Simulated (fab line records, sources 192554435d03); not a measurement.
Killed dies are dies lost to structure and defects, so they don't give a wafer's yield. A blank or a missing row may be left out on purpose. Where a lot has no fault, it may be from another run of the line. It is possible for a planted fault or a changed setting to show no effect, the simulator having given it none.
Which of the tools did it? ; flow n5_finfet ; Sampling: 14 lots, 42 wafers, 7 of 1938 route steps

## WHAT THE GAUGES SHOWED, per wafer
N5_SD_EPI_N_INSPECT_26: inspects for defects (darkfield). Usual: raw_defect_count reads 221 (standard deviation 49).
lot;measured;on;raw_defect_count;flag
L229;day 3 10:28;defect_inspect-01;229 152 212;
L230;day 3 16:50;defect_inspect-01;202 159 164;
L231;day 3 22:15;defect_inspect-01;237 323 217;
L232;day 4 05:29;defect_inspect-02;166 231 167;
L233;day 4 11:40;defect_inspect-01;207 242 306;
L235;day 4 21:48;defect_inspect-01;178 171 236;
L236;day 5 05:46;defect_inspect-02;192 240 165;
L237;day 5 12:05;defect_inspect-01;205 203 168;
L240;day 6 05:16;defect_inspect-01;288 232 223;
L241;day 6 13:54;defect_inspect-02;253 240 314;
L245;day 7 11:46;defect_inspect-02;190 165 196;
L248;day 8 07:21;defect_inspect-01;256 416 312;
L250;day 8 19:25;defect_inspect-02;228 188 283;
L251;day 8 23:01;defect_inspect-01;160 215 203;

N5_SD_EPI_P_EPI_MEAS_23. Usual: thk_nm reads 61.1 nm (standard deviation 1.2).
lot;measured;on;thk_nm (nm);flag
L229;day 3 14:50;film_metro-02;60.3 61.1 62.8;
L230;day 3 21:35;film_metro-01;61.1 60.5 59.8;
L231;day 4 03:08;film_metro-01;61.1 61.0 60.8;
L232;day 4 10:14;film_metro-01;60.1 63.3 60.4;
L233;day 4 15:42;film_metro-01;60.8 61.8 62.4;
L235;day 5 02:41;film_metro-02;61.2 61.5 62.3;
L236;day 5 10:14;film_metro-02;59.3 61.4 61.2;
L237;day 5 16:07;film_metro-01;60.6 60.4 62.0;
L240;day 6 09:11;film_metro-02;62.6 63.7 63.5;
L241;day 6 17:56;film_metro-01;60.6 60.2 14.3;OFF
L245;day 7 15:49;film_metro-02;58.2 10.7 13.2;OFF
L248;day 8 12:35;film_metro-01;61.8 61.5 60.3;
L250;day 8 23:20;film_metro-02;60.2 59.6 60.0;
L251;day 9 02:55;film_metro-02;61.6 60.4 60.2;

N5_SD_ACTIVATION_RS_MEAS_03: measures by four-point-probe. Usual: RS_SD_N 21.9 ohm/sq, standard deviation 0.31; RS_SD_P 56.0 ohm/sq, standard deviation 0.76.
lot;measured;on;RS_SD_N (ohm/sq);RS_SD_P (ohm/sq);flag
L229;day 3 15:27;film_metro-02;22.1 21.8 22.1;55.4 55.3 55.2;
L230;day 3 22:14;film_metro-02;22.3 22.4 22.2;56.8 55.7 57.2;
L231;day 4 03:56;film_metro-02;22.3 22.0 22.0;56.8 57.0 56.9;
L232;day 4 12:05;film_metro-01;21.6 21.8 21.6;55.7 55.4 56.2;
L233;day 4 16:21;film_metro-01;21.2 21.4 21.6;55.5 55.1 55.4;
L235;day 5 03:27;film_metro-02;22.4 22.5 22.2;55.1 56.2 55.1;
L236;day 5 10:58;film_metro-01;21.6 21.4 21.2;56.1 54.7 55.0;
L237;day 5 16:44;film_metro-01;21.7 22.1 22.2;56.7 55.7 55.8;
L240;day 6 09:47;film_metro-01;21.7 21.7 21.4;55.7 54.6 55.0;
L241;day 6 18:34;film_metro-01;22.4 22.2 22.2;56.2 55.3 256.7;OFF
L245;day 7 16:26;film_metro-02;22.2 21.6 22.0;57.5 274.0 276.7;OFF
L248;day 8 13:11;film_metro-02;21.9 22.2 21.9;56.3 56.3 55.6;
L250;day 8 23:56;film_metro-02;21.7 22.0 21.8;56.6 56.6 57.0;
L251;day 9 03:32;film_metro-02;22.0 22.2 22.5;56.3 56.2 55.9;

N5_BEOL_M4_RC_MEAS_101. Usual: CJ_P 5.81, standard deviation 0.2; DIBL_N 36.5 mV/V, standard deviation 1.8; DIBL_P 36.5 mV/V, standard deviation 2.1; IOFF_N 0.17 nA/um, standard deviation 0.031; IOFF_P 0.22 nA/um, standard deviation 0.036; IOFF_P_85C 3.7 nA/um, standard deviation 0.53; IOFF_P_LIN 0.102 nA/um, standard deviation 0.014; IOFF_P_LONG 0.000107 nA/um, standard deviation 9.3e-06; ION_N 677 uA/um, standard deviation 11; ION_P 463 uA/um, standard deviation 8; REXT_P 100.4 ohm.um, standard deviation 2.1; RS_SD_P 65.7 ohm/sq, standard deviation 0.91; SS_N 71.6 mV/dec, standard deviation 0.61; SS_P 73.3 mV/dec, standard deviation 0.63; VT_N 249 mV, standard deviation 3.1; VT_P -250 mV, standard deviation 3.3; VT_P_LVT -98.1 mV, standard deviation 3.
lot;measured;on;CJ_P;DIBL_N (mV/V);DIBL_P (mV/V);IOFF_N (nA/um);IOFF_P (nA/um);IOFF_P_85C (nA/um);IOFF_P_LIN (nA/um);IOFF_P_LONG (nA/um);ION_N (uA/um);ION_P (uA/um);REXT_P (ohm.um);RS_SD_P (ohm/sq);SS_N (mV/dec);SS_P (mV/dec);VT_N (mV);VT_P (mV);VT_P_LVT (mV);flag
L229;day 8 08:12;prober-01;5.87 5.61 5.62;37.0 34.9 37.0;37.2 34.1 35.9;0.18 0.14 0.17;0.21 0.16 0.19;3.5 2.8 3.4;0.093 0.077 0.088;9.4e-05 9.2e-05 9.2e-05;689 662 683;466 451 453;99.5 101.0 100.5;64.9 65.0 64.6;71.7 70.4 71.9;73.5 72.6 73.4;244 251 248;-254 -255 -254;-98.6 -102.6 -99.6;
L230;day 8 12:54;prober-01;5.68 5.44 5.46;34.9 37.1 34.9;36.3 39.6 36.8;0.16 0.19 0.16;0.17 0.23 0.18;3.1 3.9 3.3;0.085 0.105 0.089;9.1e-05 9.1e-05 9.1e-05;684 679 673;455 464 457;103.3 102.5 103.4;66.1 66.4 66.5;71.6 71.9 71.8;73.8 74.0 72.7;249 246 249;-252 -251 -255;-102.8 -98.6 -103.5;
L231;day 8 14:43;prober-02;6.09 5.80 5.95;40.8 37.6 37.2;41.5 38.2 36.6;0.23 0.17 0.15;0.26 0.20 0.18;4.2 3.4 3.2;0.110 0.092 0.088;0.0001 9.6e-05 9.8e-05;683 688 675;462 465 454;103.9 103.5 103.9;66.4 66.4 65.0;72.8 71.1 71.1;74.2 73.7 73.3;245 248 251;-250 -253 -255;-95.9 -99.7 -99.6;
L232;day 8 21:28;prober-01;5.40 5.94 5.52;37.0 38.6 36.6;36.2 39.5 36.2;0.16 0.19 0.15;0.20 0.25 0.20;3.6 4.4 3.6;0.098 0.116 0.099;0.000102 0.000112 0.000105;671 691 676;458 474 469;101.4 98.1 98.7;66.0 65.5 65.6;71.6 71.3 70.8;73.5 74.3 73.4;247 247 249;-251 -247 -248;-99.1 -95.5 -99.8;
L233;day 9 10:14;prober-01;5.64 6.18 6.12;38.5 34.7 36.1;38.5 34.7 35.5;0.21 0.14 0.15;0.26 0.20 0.20;4.4 3.5 3.6;0.121 0.099 0.102;0.000111 0.000124 0.000122;694 681 679;476 468 469;98.6 98.8 99.3;65.5 65.0 65.2;72.0 71.0 71.7;73.7 72.8 73.1;242 250 250;-245 -248 -249;-93.8 -97.6 -96.1;
L235;day 9 19:58;prober-01;5.74 5.39 5.75;36.8 33.8 35.6;35.8 32.8 34.7;0.16 0.12 0.15;0.21 0.16 0.19;3.7 2.9 3.4;0.099 0.082 0.092;0.000104 0.0001 0.000104;675 673 670;460 459 461;99.1 100.9 99.5;64.3 65.9 65.2;71.4 71.0 71.0;73.3 72.4 72.5;248 251 249;-249 -254 -248;-99.3 -101.9 -99.9;
L236;day 10 03:37;prober-02;5.76 5.73 5.90;35.0 35.3 36.3;34.7 34.6 35.7;0.15 0.16 0.16;0.20 0.20 0.21;3.6 3.6 3.7;0.097 0.099 0.100;0.000102 0.000102 0.000105;676 677 678;462 465 462;101.7 102.9 102.8;65.0 64.5 64.8;71.1 70.5 71.2;73.3 72.5 73.3;247 246 250;-251 -251 -251;-98.2 -97.5 -97.7;
L237;day 10 03:55;prober-01;5.61 5.87 5.65;35.8 34.3 36.0;36.4 34.1 36.2;0.17 0.15 0.17;0.23 0.21 0.24;4.0 3.7 4.1;0.112 0.105 0.115;0.000113 0.000118 0.000114;672 671 672;466 465 467;100.0 98.8 99.4;66.3 65.9 66.8;71.5 70.8 71.8;73.6 72.8 74.1;248 246 248;-248 -248 -245;-96.6 -97.1 -95.5;
L240;day 11 03:25;prober-01;5.49 5.72 5.61;36.8 37.6 34.3;35.4 35.9 33.2;0.17 0.19 0.14;0.22 0.24 0.20;3.8 4.0 3.4;0.106 0.111 0.097;0.000103 0.000107 0.000105;663 664 667;456 454 457;98.9 99.3 99.1;65.1 64.3 64.8;71.9 72.6 71.6;73.8 73.5 72.9;250 248 250;-248 -249 -249;-99.2 -98.2 -101.2;
L241;day 11 07:36;prober-02;5.60 5.74 5.22;38.1 38.4 34.5;37.8 38.9 29.9;0.17 0.19 0.12;0.20 0.23 0.02;3.5 3.9 0.4;0.091 0.102 0.009;9.1e-05 9.4e-05 0.00019;675 684 672;452 464 258;99.9 97.9 524.8;66.5 64.8 300.8;72.2 72.9 71.4;73.4 74.0 72.0;251 248 252;-251 -251 -316;-101.4 -98.7 -164.5;OFF
L245;day 12 10:10;prober-01;5.75 4.92 5.07;33.8 37.1 35.9;31.6 30.0 28.7;0.12 0.19 0.17;0.16 0.02 0.02;2.9 0.5 0.5;0.083 0.012 0.011;0.000113 0.000191 0.000204;667 681 668;455 258 254;103.2 553.6 552.4;67.1 316.9 326.2;70.6 71.2 71.5;71.7 71.3 71.3;252 245 247;-252 -307 -312;-100.8 -158.7 -160.0;OFF
L248;day 13 18:14;prober-01;5.89 5.78 5.76;35.3 34.3 34.7;37.2 35.6 36.1;0.15 0.13 0.14;0.20 0.18 0.19;3.6 3.2 3.5;0.097 0.089 0.094;0.000104 0.000101 0.000102;679 677 675;467 464 465;101.6 101.6 100.0;65.4 65.5 65.6;70.5 71.4 71.3;73.8 73.4 73.8;250 251 250;-252 -252 -250;-100.1 -101.9 -100.6;
L250;day 14 00:46;prober-02;5.96 5.99 5.97;36.9 38.9 35.3;37.0 39.9 35.8;0.17 0.21 0.16;0.25 0.29 0.22;4.2 4.8 3.8;0.115 0.131 0.107;0.00012 0.000121 0.000121;673 687 683;465 476 472;100.0 100.4 100.1;66.6 67.0 67.4;71.8 72.7 71.2;73.1 73.8 72.8;247 247 250;-246 -243 -248;-95.4 -93.3 -96.0;
L251;day 14 23:12;prober-01;5.72 6.18 5.86;37.0 40.1 38.5;35.4 39.8 38.1;0.15 0.20 0.18;0.20 0.28 0.25;3.6 4.6 4.2;0.099 0.120 0.112;0.000111 0.00012 0.000115;662 673 667;456 465 461;102.8 101.1 100.8;66.0 66.5 66.7;72.7 72.6 71.9;72.6 74.4 73.8;253 251 248;-251 -245 -247;-97.3 -94.1 -94.8;

## WHICH TOOL RAN EACH LOT (tool, then ch and the chambers of the sampled wafers, then the start)
lot;N5_SD_EPI_P_ETCH_47;N5_SD_EPI_P_PRECLEAN_51;N5_ILD0_LINER_00
L229;rie_diel-01 ch 2,3, day 3 11:49;epi_rpcvd-01 ch 0, day 3 12:17;ald_sin-03 ch 1,2, day 3 15:49
L230;rie_diel-01 ch 1,3, day 3 17:43;epi_rpcvd-04 ch 0, day 3 18:16;ald_sin-03 ch 0,1,3, day 3 22:34
L231;rie_diel-01 ch 0,2,3, day 3 23:15;epi_rpcvd-03 ch 0, day 3 23:46;ald_sin-02 ch 1,2, day 4 04:16
L232;rie_diel-06 ch 0,2,3, day 4 06:22;epi_rpcvd-03 ch 0, day 4 06:50;ald_sin-01 ch 0,2, day 4 12:28
L233;rie_diel-02 ch 0,2,3, day 4 12:40;epi_rpcvd-03 ch 0, day 4 13:12;ald_sin-03 ch 2,3, day 4 18:12
L235;rie_diel-01 ch 1,2,3, day 4 22:49;epi_rpcvd-04 ch 0, day 4 23:17;ald_sin-03 ch 1,3, day 5 04:59
L236;rie_diel-02 ch 0,1,3, day 5 07:13;epi_rpcvd-01 ch 0, day 5 07:41;ald_sin-03 ch 0,2,3, day 5 11:26
L237;rie_diel-02 ch 0,1,3, day 5 13:05;epi_rpcvd-03 ch 0, day 5 13:35;ald_sin-01 ch 0,1, day 5 17:20
L240;rie_diel-02 ch 1,3, day 6 06:08;epi_rpcvd-01 ch 0, day 6 06:37;ald_sin-01 ch 0,1, day 6 10:08
L241;rie_diel-01 ch 0,3, day 6 14:54;epi_rpcvd-01 ch 0, day 6 15:24;ald_sin-03 ch 0,1, day 6 18:54
L245;rie_diel-06 ch 0,3, day 7 12:46;epi_rpcvd-01 ch 0, day 7 13:16;ald_sin-03 ch 0,1,2, day 7 16:47
L248;rie_diel-06 ch 2,3, day 8 09:34;epi_rpcvd-03 ch 0, day 8 10:02;ald_sin-03 ch 1,2, day 8 13:41
L250;rie_diel-01 ch 0,1,3, day 8 20:17;epi_rpcvd-04 ch 0, day 8 20:46;ald_sin-03 ch 0,2,3, day 9 00:28
L251;rie_diel-02 ch 1,2,3, day 8 23:53;epi_rpcvd-03 ch 0, day 9 00:23;ald_sin-02 ch 1,2,3, day 9 03:52
- N5_SD_EPI_P_ETCH_47: etches SiOCN in CH3F/O2, target depth 25 nm.
- N5_SD_EPI_P_PRECLEAN_51: cleans in NF3:NH3, afs cycles 1, time 20 s, sublimation time 60 s.
- N5_ILD0_LINER_00: material SiNx, target thk 4 nm, pulse time 1 s, purge time 2 s.

## AS READ BY THE TOOLS THEMSELVES (means over the sampled wafers that have a number; for cases with no such wafer, the mark the record gives instead)
N5_SD_EPI_P_ETCH_47. Usual: drypump_motor_current_A 5.7 A, standard deviation 0.4; oes_f_703_au 0.77 a.u., standard deviation 0.078; oes_product_au 0.77 a.u., standard deviation 0.081; rf_vpp_V 126.8 V, standard deviation 1.8; showerhead_plenum_p_Torr 2.00 Torr, standard deviation 0.059; throttle_valve_pct 16.32 %, standard deviation 0.25.
lot;tool;drypump_motor_current_A (A);oes_f_703_au (a.u.);oes_product_au (a.u.);rf_vpp_V (V);showerhead_plenum_p_Torr (Torr);throttle_valve_pct (%);flag
L229;rie_diel-01;5.8;0.83;0.82;126.2;2.08;16.12;
L230;rie_diel-01;6.3;0.92;0.92;127.7;2.02;16.13;
L231;rie_diel-01;5.6;0.82;0.82;128.0;2.05;16.25;
L232;rie_diel-06;5.5;0.82;0.80;126.6;2.04;16.32;
L233;rie_diel-02;6.0;0.72;0.71;126.7;1.98;16.51;
L235;rie_diel-01;6.0;0.85;0.84;128.2;2.02;16.13;
L236;rie_diel-02;5.8;0.73;0.72;125.9;1.94;16.41;
L237;rie_diel-02;5.8;0.73;0.72;125.1;1.94;16.41;
L240;rie_diel-02;6.0;0.71;0.71;124.1;1.96;16.25;
L241;rie_diel-01;5.7;0.83;0.83;127.6;2.08;16.30;
L245;rie_diel-06;5.6;0.85;0.83;126.5;2.01;16.16;
L248;rie_diel-06;5.4;0.85;0.84;127.6;2.05;16.24;
L250;rie_diel-01;5.9;0.83;0.84;127.3;2.03;16.30;
L251;rie_diel-02;5.8;0.72;0.70;124.8;1.98;16.29;

N5_ILD0_LINER_00. Usual: heater_power_w 878 W, standard deviation 88; precursor_pulse_height_rel 0.999, standard deviation 0.022.
lot;tool;heater_power_w (W);precursor_pulse_height_rel;flag
L229;ald_sin-03;977;0.995;
L230;ald_sin-03;860;1.006;
L231;ald_sin-02;796;1.019;
L232;ald_sin-01;935;1.031;
L233;ald_sin-03;920;1.002;
L235;ald_sin-03;896;0.984;
L236;ald_sin-03;834;0.999;
L237;ald_sin-01;878;0.981;
L240;ald_sin-01;826;1.023;
L241;ald_sin-03;903;0.997;
L245;ald_sin-03;895;1.017;
L248;ald_sin-03;976;0.994;
L250;ald_sin-03;861;1.002;
L251;ald_sin-02;840;1.003;

## THE ANSWER, worked out from the rows above alone
Rule: lot off if the mean of its wafers having a number is beyond 3 standard deviations from the usual mean. A lot without any number at a reading at which 4 lots or more have one is off too. The other lots that the step has rows for count as sound. Order of review: gauges by route order, followed by the tools' own readings, for which a lot's mean as printed above is used. At the first step where some lot is off, the reading lying furthest off is the one used; lots without a number count as furthest.
Off: L241, L245, at N5_SD_EPI_P_EPI_MEAS_23 (thk_nm).
A tool fits if, at a process step before that reading, it ran every lot that is off, and no sound lot after the first of them. Not tried: the gauges at N5_SD_EPI_P_EPI_MEAS_23; whatever is off there is also off at N5_BEOL_M4_RC_MEAS_101, on other tools, and gauge error can't account for it. One fits: epi_rpcvd-01 at N5_SD_EPI_P_PRECLEAN_51. A fault onset in the window from L240 (day 6 06:37, its last sound lot) to L241 (day 6 15:24, its first lot off) fits.

## WHAT WAS PUT IN BY THE SIMULATOR
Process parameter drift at N5_SD_EPI_P_PRECLEAN_51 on epi_rpcvd-01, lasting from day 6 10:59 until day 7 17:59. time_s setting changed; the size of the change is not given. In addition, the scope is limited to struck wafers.
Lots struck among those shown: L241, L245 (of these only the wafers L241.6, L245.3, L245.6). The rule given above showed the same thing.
